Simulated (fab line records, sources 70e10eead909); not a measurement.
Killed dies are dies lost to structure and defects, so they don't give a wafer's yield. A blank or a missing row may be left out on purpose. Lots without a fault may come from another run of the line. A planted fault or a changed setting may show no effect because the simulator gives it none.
fab line records | flow nand_harc | part 2 of 2: steps 31 to 39 of 39
record lots=5 wafers=15 last_day=32
route steps=1302 shown A_SOURCE_PLATE@423 A_ONON_D1@424 A_CHANNEL_HOLE_D1@450
lots that met no fault: from a run of the same line without faults
start_h: hours from the record's first day to the start of the lot's first wafer shown | wait_h: hours since the lot's step before | " the same as in the row above | L1.1+2: a row that stands for several wafers | - no value, or no start given | * or withheld: withheld | < > ~ a bound
route shown NAME@n: a module of which the file shows steps, and the number in the route of the first | usual: mean/standard deviation of fault-free wafers | same: alike in all rows | chamber/n: place in a boat | sites: the reading at each site | _std_site: their standard deviation | _edge_site: outer sites' mean less inner sites' | radius_mm: how far each site lies from the wafer's centre | mask NAME#n: copy n | behind: the tool/chamber that last shaped the wafer | hold: why the lot was held/for how many hours/how that ended | device: the transistor (n, p or np) that didn't switch | end of line: the same wafers' tests at the end of the route | a step without rows: its recipe alone | killed: dies lost to structure and defects at the first sort, not the wafer's yield | map: a wafer's dies, x killed, . not, _ none there
set.NAME: the setting as run; set.NAME@STEP: as run at that earlier step | model.NAME: the simulator's own value behind a step, which no gauge read
lots at some steps of the route; a table a step, a row a wafer
services: from which hour (start_h, from the record's first day; less than 0 if before it) a tool's chamber was out of use, for how many hours, and why
## steps
# step NHARC_A_CHANNEL_HOLE_D1_COAT_37
# recipe temp_c=225 time_s=65
# usual chill_plate_temp_C=22.98/0.11 heater_power_total_W=446.6/2 plate_temp_C=224.99/0.16
# columns lot.wafer tool chamber start_h wait_h chill_plate_temp_C heater_power_total_W plate_temp_C
L079.1 litho_track-01 0 - - 23.18 449.5 225.00
L079.5 " 0 " " 23.11 444.6 225.08
L079.6 " 0 " " 23.12 449.5 225.03
L084.1 litho_track-06 0 - - 22.95 445.0 225.04
L084.3 " 0 " " 23.01 446.3 224.73
L084.4 " 0 " " 22.95 443.9 225.01
L087.3 litho_track-04 0 - - 23.11 445.8 225.13
L087.4 " 0 " " 22.94 448.3 225.04
L087.6 " 0 " " 23.21 445.2 225.07
L091.1 litho_track-04 0 - - 22.88 447.8 225.28
L091.2 " 0 " " 22.92 449.5 225.37
L091.3 " 0 " " 22.87 443.9 225.36
L094.1 litho_track-06 0 - - 22.85 443.9 224.83
L094.4 " 0 " " 22.84 444.9 225.07
L094.6 " 0 " " 22.78 444.0 224.55
# step NHARC_A_CHANNEL_HOLE_D1_COAT_04
# recipe spin_rpm=1500 resist_thk_nm=90
# usual chill_plate_temp_C=22.99/0.12
# columns lot.wafer tool chamber start_h wait_h chill_plate_temp_C
L079.1 litho_track-01 0 - - 23.04
L079.5 " 0 " " 23.04
L079.6 " 0 " " 22.94
L084.1 litho_track-06 0 - - 23.12
L084.3 " 0 " " 23.17
L084.4 " 0 " " 22.89
L087.3 litho_track-04 0 - - 23.05
L087.4 " 0 " " 22.88
L087.6 " 0 " " 22.86
L091.1 litho_track-04 0 - - 23.04
L091.2 " 0 " " 22.95
L091.3 " 0 " " 22.95
L094.1 litho_track-06 0 - - 23.19
L094.4 " 0 " " 22.96
L094.6 " 0 " " 23.05
# step NHARC_A_CHANNEL_HOLE_D1_SOFTBAKE_05
# recipe temp_c=105 time_s=55
# usual chill_plate_temp_C=22.99/0.088 heater_power_total_W=188.46/0.14 plate_temp_C=104.98/0.13
# columns lot.wafer tool chamber start_h wait_h chill_plate_temp_C heater_power_total_W plate_temp_C
L079.1 litho_track-01 0 - - 22.90 188.71 105.01
L079.5 " 0 " " 22.89 188.61 105.09
L079.6 " 0 " " 22.93 188.29 105.15
L084.1 litho_track-06 0 - - 23.08 188.42 105.05
L084.3 " 0 " " 23.08 188.29 105.06
L084.4 " 0 " " 23.05 188.32 105.04
L087.3 litho_track-04 0 - - 22.93 188.39 105.13
L087.4 " 0 " " 22.92 188.47 104.99
L087.6 " 0 " " 22.93 188.37 105.02
L091.1 litho_track-04 0 - - 22.85 188.48 105.14
L091.2 " 0 " " 23.04 188.30 105.33
L091.3 " 0 " " 23.08 188.36 105.10
L094.1 litho_track-06 0 - - 22.94 188.57 104.78
L094.4 " 0 " " 22.96 188.71 104.85
L094.6 " 0 " " 22.93 188.27 104.92
# step NHARC_A_CHANNEL_HOLE_D1_EBR_06
# usual chill_plate_temp_C=23.01/0.12
# columns lot.wafer tool chamber start_h wait_h chill_plate_temp_C
L079.1 litho_track-01 0 - - 23.06
L079.5 " 0 " " 22.85
L079.6 " 0 " " 22.96
L084.1 litho_track-06 0 - - 23.02
L084.3 " 0 " " 23.11
L084.4 " 0 " " 23.06
L087.3 litho_track-04 0 - - 22.86
L087.4 " 0 " " 22.87
L087.6 " 0 " " 22.78
L091.1 litho_track-04 0 - - 23.19
L091.2 " 0 " " 23.26
L091.3 " 0 " " 23.30
L094.1 litho_track-06 0 - - 23.13
L094.4 " 0 " " 23.00
L094.6 " 0 " " 23.12
# step NHARC_A_CHANNEL_HOLE_D1_EXPOSE_07
# recipe na=1.35 target_cd_nm=100 sigma_outer=0.3 dose_mj=59.65 mask_id=HOLE_D1
# usual reticle_temp_C=23.00/0.11
# columns lot.wafer tool chamber start_h wait_h mask reticle_temp_C
L079.1 arfi_scanner-02 0 226.84 - HOLE_D1#0 22.92
L079.5 " 0 " " HOLE_D1#0 22.91
L079.6 " 0 " " HOLE_D1#0 22.86
L084.1 arfi_scanner-02 0 279.27 - HOLE_D1#0 22.90
L084.3 " 0 " " HOLE_D1#0 22.79
L084.4 " 0 " " HOLE_D1#0 23.10
L087.3 arfi_scanner-03 0 317.82 - HOLE_D1#0 23.09
L087.4 " 0 " " HOLE_D1#0 22.95
L087.6 " 0 " " HOLE_D1#0 23.08
L091.1 arfi_scanner-01 0 349.27 - HOLE_D1#0 23.12
L091.2 " 0 " " HOLE_D1#0 23.18
L091.3 " 0 " " HOLE_D1#0 23.09
L094.1 arfi_scanner-01 0 379.57 - HOLE_D1#0 22.97
L094.4 " 0 " " HOLE_D1#0 23.06
L094.6 " 0 " " HOLE_D1#0 23.03
# step NHARC_A_CHANNEL_HOLE_D1_PEB_08
# recipe peb_temp_c=100 peb_time_s=65
# usual chill_plate_temp_C=23.00/0.12 heater_power_total_W=156.6/0.41 plate_temp_C=100.03/0.12
# columns lot.wafer tool chamber start_h wait_h chill_plate_temp_C heater_power_total_W plate_temp_C
L079.1 litho_track-01 0 226.90 0.1 22.91 157.0 100.21
L079.5 " 0 " " 22.94 156.1 100.28
L079.6 " 0 " " 22.85 157.2 100.15
L084.1 litho_track-06 0 279.33 0.1 22.99 156.8 99.95
L084.3 " 0 " " 22.99 156.8 100.10
L084.4 " 0 " " 22.94 157.1 100.10
L087.3 litho_track-01 0 317.87 0.0 22.97 156.4 100.19
L087.4 " 0 " " 22.80 156.0 100.12
L087.6 " 0 " " 23.17 157.1 100.07
L091.1 litho_track-06 0 349.33 0.1 22.80 156.9 100.02
L091.2 " 0 " " 22.81 157.2 100.17
L091.3 " 0 " " 23.03 155.9 100.04
L094.1 litho_track-06 0 379.63 0.1 23.14 157.0 100.08
L094.4 " 0 " " 23.07 155.9 99.89
L094.6 " 0 " " 23.11 156.9 100.11
# step NHARC_A_CHANNEL_HOLE_D1_DEVELOP_09
# recipe develop_time_s=35 dev_temp_c=23
# usual chill_plate_temp_C=23.00/0.12
# columns lot.wafer tool chamber start_h wait_h chill_plate_temp_C
L079.1 litho_track-01 0 - - 22.92
L079.5 " 0 " " 22.80
L079.6 " 0 " " 23.10
L084.1 litho_track-06 0 - - 23.11
L084.3 " 0 " " 23.10
L084.4 " 0 " " 22.96
L087.3 litho_track-01 0 - - 23.01
L087.4 " 0 " " 23.10
L087.6 " 0 " " 22.83
L091.1 litho_track-06 0 - - 23.11
L091.2 " 0 " " 22.97
L091.3 " 0 " " 23.05
L094.1 litho_track-06 0 - - 22.99
L094.4 " 0 " " 22.97
L094.6 " 0 " " 22.93
# step NHARC_A_CHANNEL_HOLE_D1_CD_MEAS_10
# recipe target_cd_nm=100 landing_energy_ev=500
# usual cd_nm=99.7/0.54
# columns lot.wafer tool chamber start_h wait_h cd_nm
L079.1 cd_sem-03 0 226.98 - 99.4
L079.5 " 0 " " 99.7
L079.6 " 0 " " 100.1
L084.1 cd_sem-03 0 279.41 - 99.9
L084.3 " 0 " " 99.5
L084.4 " 0 " " 99.6
L087.3 cd_sem-03 0 317.95 - 99.9
L087.4 " 0 " " 99.6
L087.6 " 0 " " 100.3
L091.1 cd_sem-03 0 349.41 - 99.2
L091.2 " 0 " " 99.5
L091.3 " 0 " " 99.2
L094.1 cd_sem-03 0 379.71 - 98.7
L094.4 " 0 " " 99.6
L094.6 " 0 " " 99.0
# step NHARC_A_CHANNEL_HOLE_D1_OVL_MEAS_11
# usual overlay_x_nm=0.0/0.87 overlay_y_nm=-0.1/0.84
# columns lot.wafer tool chamber start_h wait_h overlay_x_nm overlay_y_nm
L079.1 overlay-01 - 227.07 - 0.2 -0.2
L079.5 " - " " 0.6 -0.5
L079.6 " - " " 0.4 -0.2
L084.1 overlay-01 - 279.50 - -0.3 0.7
L084.3 " - " " -0.3 -0.1
L084.4 " - " " -0.3 0.0
L087.3 overlay-01 - 318.04 - -1.8 0.3
L087.4 " - " " -1.5 0.1
L087.6 " - " " -2.0 -0.1
L091.1 overlay-01 - 349.50 - -1.6 0.1
L091.2 " - " " -1.2 0.5
L091.3 " - " " -1.0 0.1
L094.1 overlay-01 - 379.80 - 0.2 -0.5
L094.4 " - " " 0.3 -0.5
L094.6 " - " " 0.2 -0.4
## services
# columns tool chamber start_h hours kind
litho_track-04 - 203.00 7.0 pm
pecvd-01 2 210.51 18.0 repair
pecvd-02 0 220.34 3.9 repair
pecvd-02 - 227.26 13.0 pm
acl_dep-02 - 242.93 13.0 pm
pecvd-03 - 247.44 0.7 repair
pecvd-02 1 249.73 14.4 repair
pecvd_onon-01 - 269.31 13.0 pm
arfi_scanner-01 - 277.28 4.0 pm
pecvd-02 0 280.37 8.9 repair
arfi_scanner-01 - 289.58 0.7 repair
arfi_scanner-02 - 295.60 2.3 repair
arfi_scanner-02 - 304.88 0.8 repair
pecvd_onon-04 - 311.30 13.0 pm
pecvd-01 - 311.38 13.0 pm
arfi_scanner-02 - 312.00 4.0 pm
litho_track-01 - 330.00 7.0 pm
pecvd-01 2 338.24 2.3 repair
arfi_scanner-01 - 339.46 1.3 repair
litho_track-06 - 354.00 7.0 pm
arfi_scanner-01 - 362.50 1.9 repair
pecvd_onon-02 - 366.00 13.0 pm
pecvd-03 - 366.47 13.0 pm
litho_track-04 - 378.00 7.0 pm
